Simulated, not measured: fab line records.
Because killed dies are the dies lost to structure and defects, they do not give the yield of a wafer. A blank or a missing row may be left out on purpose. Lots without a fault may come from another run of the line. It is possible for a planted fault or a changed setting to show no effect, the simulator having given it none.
Split-lot study -- flow n5Finfet -- on a route of 1938 steps: 7 lots, 21 wafers read

== ABOUT THE SPLIT ==
At N5_MOL_CONTACT_COAG_COAT_58 (time 60 s, resist thk 10 nm), the setting spinRpm was moved away from the recipe's 1500 rpm on 8 of the 21 wafers read, by -10.2% to +5.3%. The other wafers ran this setting at the recipe's value.

== FROM THE SPLIT TO THE READING: what the file shows between them, 4 steps ==
- N5_MOL_CONTACT_COAG_EXPOSE_05: exposes mask CA, defocus 0 nm (also split here: doseMj)
- N5_MOL_CONTACT_COAG_PEB_06: peb time 60 s
- N5_MOL_CONTACT_COAG_DEVELOP_07: develop time 30 s
- N5_MOL_CONTACT_COAG_DESCUM_13: chemistry O2, time 7 s

== THE READING ==
etch.depthNm (the simulator's own value, which no gauge read), in nm, at N5_MOL_CONTACT_COAG_ETCH_59 (etches underlayer in N2/H2, target depth 13 nm, time 10.4 s). The file gives no usual value for it. Across the 13 wafers here that went through the recipe, the average is 10.014 nm and the standard deviation 0.03 nm.

wafer,"tool, chamber at the split","spinRpm as run, rpm",against the recipe,"etch.depthNm, nm",against lot-mates on the recipe
L078.1,"lithoTrack-03, 0",1500,recipe,10.03,-
L078.5,"lithoTrack-03, 0",1500,recipe,10,-
L078.6,"lithoTrack-03, 0",1500,recipe,10.03,-
L084.4,"lithoTrack-01, 0",1500,recipe,10.05,-
L084.5,"lithoTrack-01, 0",1500,recipe,10.07,-
L084.6,"lithoTrack-01, 0",1500,recipe,10.03,-
L085.4,"lithoTrack-05, 0",1386,-7.6%,10.44,+0.415
L085.5,"lithoTrack-05, 0",1500,recipe,10.01,-
L085.6,"lithoTrack-05, 0",1500,recipe,10.04,-
L087.3,"lithoTrack-01, 0",1449,-3.4%,10.15,+0.182
L087.5,"lithoTrack-01, 0",1449,-3.4%,10.14,+0.172
L087.6,"lithoTrack-01, 0",1500,recipe,9.968,-
L089.1,"lithoTrack-05, 0",1500,recipe,9.97,-
L089.2,"lithoTrack-05, 0",1500,recipe,9.994,-
L089.4,"lithoTrack-05, 0",1580,+5.3%,9.743,-0.239
L094.1,"lithoTrack-01, 0",1351,-9.9%,10.54,+0.563
L094.4,"lithoTrack-01, 0",1351,-9.9%,10.49,+0.513
L094.5,"lithoTrack-01, 0",1500,recipe,9.977,-
L097.1,"lithoTrack-01, 0",1347,-10.2%,10.56,+0.550
L097.2,"lithoTrack-01, 0",1500,recipe,10.01,-
L097.6,"lithoTrack-01, 0",1347,-10.2%,10.57,+0.560

THE FIT
A straight line over all 21 wafers: etch.depthNm changes by -0.0523 nm for each +1% of spinRpm; r = -0.99; the points scatter about the line by 0.032 nm.
The same after taking each lot's own level away (the mean of its wafers on the recipe; 21 wafers): -0.0533 nm for each +1%; r = -1.00; scatter 0.017 nm.
According to that fit, moving spinRpm by its largest amount changes the reading by 0.54 nm.
The span of the lots' own levels, 9.9680 to 10.0500 nm, comes to 2.7 times the standard deviation stated above.
Consequently the slope shifts little with the lot-to-lot level, the two slopes agreeing.
Check: with one of the wafers moved furthest among these (-10.2%) left out of the fit, the line predicts +0.547 nm for it against its lot-mates. It came out at +0.55 nm against them.

== OTHER SPLITS ON THESE WAFERS ==
Other splits were also applied to these wafers ahead of the reading. Each is held against what the fit with the lots' levels taken away leaves over:
other split on the same wafers,wafers away from the commonest value,r with etch.depthNm (lot level and that fit taken away)
N5_GATE_CUT_EXPOSE_10 doseMj,8,+0.07
N5_GATE_CUT_ETCH_36 cf4FlowSccm,7,-0.05
N5_MOL_CONTACT_COAG_EXPOSE_05 doseMj,3,+0.06

== THE WHOLE CHAIN: every reading that the file lists as answering this split, in the file's order ==
step,what it does,reading,change (the file's fit),r (the file's)
N5_MOL_CONTACT_COAG_COAT_58,"time 60 s, resist thk 10 nm","underlayer_of_MOL_CONTACT_COAG_COAT_58.thkNm (the simulator's own value, which no gauge read)",-0.0528 nm for each +1% of the setting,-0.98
N5_MOL_CONTACT_COAG_ETCH_59,"etches underlayer in N2/H2, target depth 13 nm, time 10.4 s","CAR-EUV_of_MOL_CONTACT_COAG_COAT_02.thkNm (the simulator's own value, which no gauge read)",+0.0596 nm for each +1% of the setting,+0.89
N5_MOL_CONTACT_COAG_ETCH_59,"etches underlayer in N2/H2, target depth 13 nm, time 10.4 s","etch.depthNm (the simulator's own value, which no gauge read)",-0.0533 nm for each +1% of the setting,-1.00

== THE FILE'S OWN FIT ==
etch.depthNm changes by -0.0533 nm for each +1% of spinRpm, r = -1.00.
